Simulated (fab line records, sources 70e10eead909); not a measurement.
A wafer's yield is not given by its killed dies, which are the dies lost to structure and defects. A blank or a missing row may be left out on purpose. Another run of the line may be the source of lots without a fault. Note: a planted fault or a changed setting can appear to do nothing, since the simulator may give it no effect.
Which tool is to blame?	flow nand_harc	24 lots with 72 wafers sampled at 6 steps, on a route of 1159 steps

WHAT EACH GAUGE READ, for each wafer
Not one reading of a measure or inspect step in the record can be checked against a usual standard deviation.

WHAT TOOL EACH LOT RAN ON (gives the tool, then ch and the chambers of the sampled wafers, and finally the start)
lot	NHARC_A_M0_PVD_21	NHARC_A_M1_DESCUM_14	NHARC_A_M1_PVD_21	NHARC_A_BONDPAD_STRIP_15	NHARC_A_BONDPAD_ETCH_24	NHARC_THIN_TSV_DEGAS_53
L078	pvd_sputter-03, day 17 23:40 or earlier	rie_diel-10 ch 1,2,3, day 17 23:40	pvd_sputter-02, day 18 04:47 or earlier	rie_diel-05 ch 0,1,3, day 18 04:47	rie_diel-05 ch 0,2,3, day 19 05:36 or earlier	pvd_sputter-01, day 19 05:36
L076	pvd_sputter-03, day 18 08:02 or earlier	rie_diel-12 ch 0,2,3, day 18 08:02	pvd_sputter-01, day 18 13:11 or earlier	rie_diel-05 ch 0,1,3, day 18 13:11	rie_diel-05 ch 0,2,3, day 19 11:54 or earlier	pvd_sputter-01, day 19 11:54
L079	pvd_sputter-03, day 18 08:57 or earlier	rie_diel-12 ch 0,1,2, day 18 08:57	pvd_sputter-01, day 18 13:59 or earlier	rie_diel-05 ch 0,1,2, day 18 13:59	rie_diel-05 ch 1,2,3, day 19 10:46 or earlier	pvd_sputter-03, day 19 10:46
L075	pvd_sputter-01, day 18 11:33 or earlier	rie_diel-10 ch 1,2,3, day 18 11:33	pvd_sputter-01, day 18 16:44 or earlier	rie_diel-05 ch 1,2,3, day 18 16:44	rie_diel-05 ch 0,2,3, day 19 13:22 or earlier	pvd_sputter-01, day 19 13:22
L074	pvd_sputter-02, day 18 19:22 or earlier	rie_diel-10 ch 1,2, day 18 19:22	pvd_sputter-03, day 19 00:40 or earlier	rie_diel-05 ch 0,2,3, day 19 00:40	rie_diel-05 ch 1,2,3, day 19 21:41 or earlier	pvd_sputter-03, day 19 21:41
L077	pvd_sputter-02, day 18 19:38 or earlier	rie_diel-08 ch 0,1,3, day 18 19:38	pvd_sputter-02, day 19 00:49 or earlier	rie_diel-03 ch 0,1,2, day 19 00:49	rie_diel-03 ch 0,2,3, day 19 22:55 or earlier	pvd_sputter-01, day 19 22:55
L080	pvd_sputter-03, day 19 03:07 or earlier	rie_diel-12 ch 1,2,3, day 19 03:07	pvd_sputter-01, day 19 08:17 or earlier	rie_diel-07 ch 0,1, day 19 08:17	rie_diel-07 ch 0,1,3, day 20 03:56 or earlier	pvd_sputter-01, day 20 03:56
L083	pvd_sputter-03, day 19 12:24 or earlier	rie_diel-12 ch 1,2,3, day 19 12:24	pvd_sputter-02, day 19 17:26 or earlier	rie_diel-03 ch 0,2, day 19 17:26	rie_diel-03 ch 0,1,2, day 20 14:49 or earlier	pvd_sputter-02, day 20 14:49
L082	pvd_sputter-02, day 19 18:16 or earlier	rie_diel-12 ch 0,2,3, day 19 18:16	pvd_sputter-02, day 19 23:31 or earlier	rie_diel-05 ch 0,2, day 19 23:31	rie_diel-05 ch 1,2,3, day 20 20:22 or earlier	pvd_sputter-02, day 20 20:22
L084	pvd_sputter-03, day 19 22:24 or earlier	rie_diel-08 ch 0,1,2, day 19 22:24	pvd_sputter-02, day 20 03:33 or earlier	rie_diel-05 ch 0,2,3, day 20 03:33	rie_diel-05 ch 0,2,3, day 20 21:39 or earlier	pvd_sputter-03, day 20 21:39
L081	pvd_sputter-02, day 19 23:31 or earlier	rie_diel-08 ch 1,2,3, day 19 23:31	pvd_sputter-01, day 20 05:06 or earlier	rie_diel-05 ch 0,2, day 20 05:06	rie_diel-05 ch 0,1,2, day 21 02:36 or earlier	pvd_sputter-03, day 21 02:36
L089	pvd_sputter-02, day 20 12:13 or earlier	rie_diel-12 ch 1,2, day 20 12:13	pvd_sputter-03, day 20 17:19 or earlier	rie_diel-05 ch 1,2, day 20 17:19	rie_diel-05 ch 1,2, day 21 15:45 or earlier	pvd_sputter-03, day 21 15:45
L085	pvd_sputter-01, day 20 12:34 or earlier	rie_diel-12 ch 0,1,3, day 20 12:34	pvd_sputter-01, day 20 17:43 or earlier	rie_diel-05 ch 1,2,3, day 20 17:43	rie_diel-05 ch 0,2,3, day 21 14:47 or earlier	pvd_sputter-02, day 21 14:47
L087	pvd_sputter-01, day 21 04:29 or earlier	rie_diel-10 ch 0,3, day 21 04:29	pvd_sputter-03, day 21 10:23 or earlier	rie_diel-05 ch 1,2,3, day 21 10:23	rie_diel-05 ch 0,1,3, day 22 08:11 or earlier	pvd_sputter-01, day 22 08:11
L086	pvd_sputter-03, day 21 12:43 or earlier	rie_diel-10 ch 0,2,3, day 21 12:43	pvd_sputter-01, day 21 18:06 or earlier	rie_diel-07 ch 1,2, day 21 18:06	rie_diel-07 ch 1,2, day 21 18:20	pvd_sputter-03, day 22 18:04
L088	pvd_sputter-01, day 21 19:42 or earlier	rie_diel-12 ch 1,2, day 21 19:42	pvd_sputter-03, day 22 00:56 or earlier	rie_diel-05 ch 0,1,3, day 22 00:56	rie_diel-05 ch 1,2, day 22 17:05 or earlier	pvd_sputter-03, day 22 17:05
L090	pvd_sputter-01, day 21 22:34 or earlier	rie_diel-10 ch 0,2,3, day 21 22:34	pvd_sputter-02, day 22 03:56 or earlier	rie_diel-05 ch 2,3, day 22 03:56	rie_diel-05 ch 2,3, day 23 05:39 or earlier	pvd_sputter-02, day 23 05:39
L091	pvd_sputter-03, day 22 02:07 or earlier	rie_diel-12 ch 0,1,3, day 22 02:07	pvd_sputter-01, day 22 07:32 or earlier	rie_diel-05 ch 1,2,3, day 22 07:32	rie_diel-05 ch 0,1,2, day 23 04:29 or earlier	pvd_sputter-01, day 23 04:29
L092	pvd_sputter-01, day 22 05:01 or earlier	rie_diel-12 ch 1,2,3, day 22 05:01	pvd_sputter-02, day 22 10:15 or earlier	rie_diel-05 ch 0,1,3, day 22 10:15	rie_diel-05 ch 0,1,3, day 23 03:18 or earlier	pvd_sputter-02, day 23 03:18
L094	pvd_sputter-02, day 22 11:08 or earlier	rie_diel-12 ch 0,2,3, day 22 11:08	pvd_sputter-03, day 22 16:22 or earlier	rie_diel-03 ch 0,1,3, day 22 16:22	rie_diel-03 ch 0,2, day 23 11:58 or earlier	pvd_sputter-02, day 23 11:58
L093	pvd_sputter-02, day 22 11:42 or earlier	rie_diel-12 ch 0,1, day 22 11:42	pvd_sputter-02, day 22 16:51 or earlier	rie_diel-03 ch 0,2, day 22 16:51	rie_diel-03 ch 0,1,2, day 23 17:33 or earlier	pvd_sputter-03, day 23 17:33
L097	pvd_sputter-02, day 22 23:10 or earlier	rie_diel-12 ch 0,2, day 22 23:10	pvd_sputter-03, day 23 04:34 or earlier	rie_diel-05 ch 1,3, day 23 04:34	rie_diel-05 ch 0,2, day 24 00:15 or earlier	pvd_sputter-03, day 24 00:15
L095	pvd_sputter-02, day 23 03:16 or earlier	rie_diel-08 ch 0,1,3, day 23 03:16	pvd_sputter-03, day 23 08:38 or earlier	rie_diel-07 ch 0,1,3, day 23 08:38	rie_diel-07 ch 0,1,3, day 23 08:47	pvd_sputter-03, day 24 06:31
L096	pvd_sputter-01, day 23 06:11 or earlier	rie_diel-08 ch 0,1, day 23 06:11	pvd_sputter-03, day 23 11:17 or earlier	rie_diel-03 ch 1,3, day 23 11:17	rie_diel-03 ch 1,2,3, day 24 05:22 or earlier	pvd_sputter-01, day 24 05:22
- NHARC_A_M0_PVD_21: deposits Cu, target thk 30 nm, time 20.49 s.
- NHARC_A_M1_DESCUM_14: chemistry O2, time 3 s.
- NHARC_A_M1_PVD_21: deposits Cu, target thk 30 nm, time 20.49 s.
- NHARC_A_BONDPAD_STRIP_15: strips in O2.
- NHARC_A_BONDPAD_ETCH_24: etches the open film in CF4/N2, target depth 30 nm, time 72.99 s.
- NHARC_THIN_TSV_DEGAS_53: time 60 s.

WHAT THE TOOLS THEMSELVES READ (means of the sampled wafers that have a number; where no wafer has one, the mark that the record gives instead)
NHARC_A_M0_PVD_21.
lot	tool	throttle_valve_pct (%)
L078	pvd_sputter-03	29.8
L076	pvd_sputter-03	29.0
L079	pvd_sputter-03	30.0
L075	pvd_sputter-01	29.3
L074	pvd_sputter-02	29.8
L077	pvd_sputter-02	30.3
L080	pvd_sputter-03	29.9
L083	pvd_sputter-03	30.7
L082	pvd_sputter-02	30.4
L084	pvd_sputter-03	29.8
L081	pvd_sputter-02	29.9
L089	pvd_sputter-02	30.4
L085	pvd_sputter-01	30.3
L087	pvd_sputter-01	29.4
L086	pvd_sputter-03	29.2
L088	pvd_sputter-01	29.8
L090	pvd_sputter-01	30.2
L091	pvd_sputter-03	29.3
L092	pvd_sputter-01	30.1
L094	pvd_sputter-02	30.0
L093	pvd_sputter-02	30.6
L097	pvd_sputter-02	30.1
L095	pvd_sputter-02	30.4
L096	pvd_sputter-01	28.8

NHARC_A_M1_DESCUM_14.
lot	tool	drypump_motor_current_A (A)	oes_product_au (a.u.)	rf_vpp_V (V)	showerhead_plenum_p_Torr (Torr)	throttle_valve_pct (%)
L078	rie_diel-10	5.4	1.001	58.3	1.89	11.308
L076	rie_diel-12	5.6	1.002	58.7	1.99	11.309
L079	rie_diel-12	5.8	0.996	57.4	1.96	11.310
L075	rie_diel-10	5.4	0.994	57.2	1.89	11.311
L074	rie_diel-10	5.4	0.994	57.5	1.92	11.311
L077	rie_diel-08	5.6	0.999	58.1	1.99	11.317
L080	rie_diel-12	5.3	0.994	58.4	1.95	11.311
L083	rie_diel-12	5.3	0.993	57.6	1.95	11.308
L082	rie_diel-12	5.6	1.001	58.4	1.99	11.312
L084	rie_diel-08	5.7	0.999	57.6	1.96	11.318
L081	rie_diel-08	5.4	0.995	57.6	1.94	11.316
L089	rie_diel-12	5.5	0.991	58.0	1.92	11.312
L085	rie_diel-12	5.9	1.003	58.2	2.00	11.306
L087	rie_diel-10	5.6	0.998	58.4	1.82	11.307
L086	rie_diel-10	5.4	0.995	57.9	1.84	11.308
L088	rie_diel-12	5.5	0.990	57.4	1.91	11.300
L090	rie_diel-10	5.4	0.996	58.1	1.84	11.321
L091	rie_diel-12	5.8	0.986	58.1	1.99	11.310
L092	rie_diel-12	5.3	1.000	58.4	1.94	11.307
L094	rie_diel-12	5.6	0.997	57.8	1.99	11.301
L093	rie_diel-12	6.0	0.998	57.2	1.96	11.312
L097	rie_diel-12	6.2	1.008	58.6	2.01	11.310
L095	rie_diel-08	5.6	0.996	58.9	1.98	11.313
L096	rie_diel-08	5.6	0.999	58.9	1.96	11.310

NHARC_A_M1_PVD_21.
lot	tool	throttle_valve_pct (%)
L078	pvd_sputter-02	30.9
L076	pvd_sputter-01	29.5
L079	pvd_sputter-01	29.2
L075	pvd_sputter-01	29.2
L074	pvd_sputter-03	29.3
L077	pvd_sputter-02	29.9
L080	pvd_sputter-01	29.5
L083	pvd_sputter-02	30.3
L082	pvd_sputter-02	30.0
L084	pvd_sputter-02	30.3
L081	pvd_sputter-01	30.2
L089	pvd_sputter-03	29.5
L085	pvd_sputter-01	28.8
L087	pvd_sputter-03	30.4
L086	pvd_sputter-01	28.6
L088	pvd_sputter-03	29.9
L090	pvd_sputter-02	29.9
L091	pvd_sputter-01	30.2
L092	pvd_sputter-02	29.8
L094	pvd_sputter-03	30.5
L093	pvd_sputter-02	29.9
L097	pvd_sputter-03	29.3
L095	pvd_sputter-03	30.5
L096	pvd_sputter-03	29.7

NHARC_A_BONDPAD_STRIP_15.
lot	tool	drypump_motor_current_A (A)	oes_product_au (a.u.)	rf_vpp_V (V)	showerhead_plenum_p_Torr (Torr)	throttle_valve_pct (%)
L078	rie_diel-05	5.7	0.996	58.5	3.56	17.029
L076	rie_diel-05	5.7	0.998	57.6	3.56	17.036
L079	rie_diel-05	5.5	1.001	57.2	3.45	17.034
L075	rie_diel-05	6.0	1.001	57.6	3.59	17.037
L074	rie_diel-05	5.7	1.000	57.4	3.49	17.034
L077	rie_diel-03	6.1	0.999	58.5	3.69	17.039
L080	rie_diel-07	5.9	1.010	57.9	3.63	17.031
L083	rie_diel-03	6.0	1.004	57.6	3.58	17.036
L082	rie_diel-05	5.5	1.008	57.3	3.38	17.030
L084	rie_diel-05	5.8	1.001	57.2	3.49	17.032
L081	rie_diel-05	5.6	0.993	57.1	3.38	17.039
L089	rie_diel-05	5.9	0.992	58.7	3.55	17.039
L085	rie_diel-05	6.1	0.997	57.4	3.59	17.035
L087	rie_diel-05	6.1	0.996	56.9	3.59	17.039
L086	rie_diel-07	5.8	1.014	58.2	3.48	17.033
L088	rie_diel-05	5.7	1.006	58.2	3.56	17.032
L090	rie_diel-05	6.1	1.005	57.5	3.52	17.034
L091	rie_diel-05	6.0	1.003	58.4	3.59	17.038
L092	rie_diel-05	5.7	0.999	58.3	3.56	17.032
L094	rie_diel-03	6.1	0.989	57.9	3.56	17.041
L093	rie_diel-03	6.0	1.011	57.5	3.56	17.037
L097	rie_diel-05	6.2	0.994	59.1	3.71	17.032
L095	rie_diel-07	5.8	1.009	57.7	3.55	17.035
L096	rie_diel-03	6.2	0.990	58.0	3.56	17.036

NHARC_A_BONDPAD_ETCH_24.
lot	tool	cf4_flow_sccm (sccm)	drypump_motor_current_A (A)	oes_product_au (a.u.)	rf_vpp_V (V)	showerhead_plenum_p_Torr (Torr)	throttle_valve_pct (%)
L078	rie_diel-05	50.05	5.7	0.998	313.4	2.60	19.799
L076	rie_diel-05	50.15	5.7	0.996	314.6	2.60	19.799
L079	rie_diel-05	49.91	6.1	1.001	315.6	2.67	19.800
L075	rie_diel-05	49.96	5.7	1.001	313.9	2.60	19.800
L074	rie_diel-05	49.95	6.1	0.998	314.9	2.67	19.795
L077	rie_diel-03	49.99	6.1	1.000	314.0	2.66	19.785
L080	rie_diel-07	49.97	5.8	0.998	313.3	2.65	19.782
L083	rie_diel-03	50.04	6.1	0.998	317.0	2.75	19.800
L082	rie_diel-05	50.05	6.1	1.003	316.2	2.67	19.801
L084	rie_diel-05	50.11	5.7	1.003	314.0	2.60	19.808
L081	rie_diel-05	50.13	5.5	0.994	312.8	2.57	19.797
L089	rie_diel-05	50.00	5.9	1.000	313.6	2.59	19.795
L085	rie_diel-05	49.97	5.7	1.009	314.5	2.60	19.802
L087	rie_diel-05	49.92	5.7	0.997	315.1	2.65	19.792
L086	rie_diel-07	50.04	5.8	1.012	314.2	2.69	19.792
L088	rie_diel-05	50.03	5.9	0.995	314.3	2.64	19.806
L090	rie_diel-05	49.94	6.1	0.999	312.8	2.62	19.808
L091	rie_diel-05	49.98	5.5	0.992	312.9	2.57	19.795
L092	rie_diel-05	50.01	5.7	0.994	314.4	2.65	19.799
L094	rie_diel-03	49.99	6.0	0.997	314.3	2.65	19.800
L093	rie_diel-03	50.14	6.1	0.997	315.9	2.74	19.791
L097	rie_diel-05	49.95	5.6	1.016	312.0	2.51	19.792
L095	rie_diel-07	50.02	5.8	0.996	313.9	2.64	19.790
L096	rie_diel-03	49.98	6.2	0.990	316.4	2.74	19.782

NHARC_THIN_TSV_DEGAS_53.
lot	tool	heater_power_w (W)
L078	pvd_sputter-01	417
L076	pvd_sputter-01	412
L079	pvd_sputter-03	411
L075	pvd_sputter-01	404
L074	pvd_sputter-03	444
L077	pvd_sputter-01	421
L080	pvd_sputter-01	415
L083	pvd_sputter-02	428
L082	pvd_sputter-02	465
L084	pvd_sputter-03	427
L081	pvd_sputter-03	421
L089	pvd_sputter-03	420
L085	pvd_sputter-02	435
L087	pvd_sputter-01	398
L086	pvd_sputter-03	425
L088	pvd_sputter-03	414
L090	pvd_sputter-02	475
L091	pvd_sputter-01	429
L092	pvd_sputter-02	469
L094	pvd_sputter-02	464
L093	pvd_sputter-03	427
L097	pvd_sputter-03	424
L095	pvd_sputter-03	428
L096	pvd_sputter-01	427

THE ANSWER, worked out from the rows above alone
Rule: what is usual is taken from the lots themselves. Put in order of their means at a reading, lots are off if they are a third of the lots or fewer, leave a main group of 4 or more, and stand apart from it by a gap of 3 or more times the standard deviation of the main group's means; of several such gaps the widest counts. A main group is skipped when, at the precision printed for the reading in the tables above, its means are all equal. Also off: a lot with no number at a reading for which 4 or more lots have one. Any other lot the step has rows for is counted as sound. Order of review: gauges by route order, followed by the tools' own readings, for which a lot's mean as printed above is used. At the first step where some lot is off, the reading lying furthest off is the one used; lots without a number count as furthest.
Across all readings shown, no lot is off: no conclusion can be drawn from this.

WHAT THE SIMULATOR HAD INSERTED
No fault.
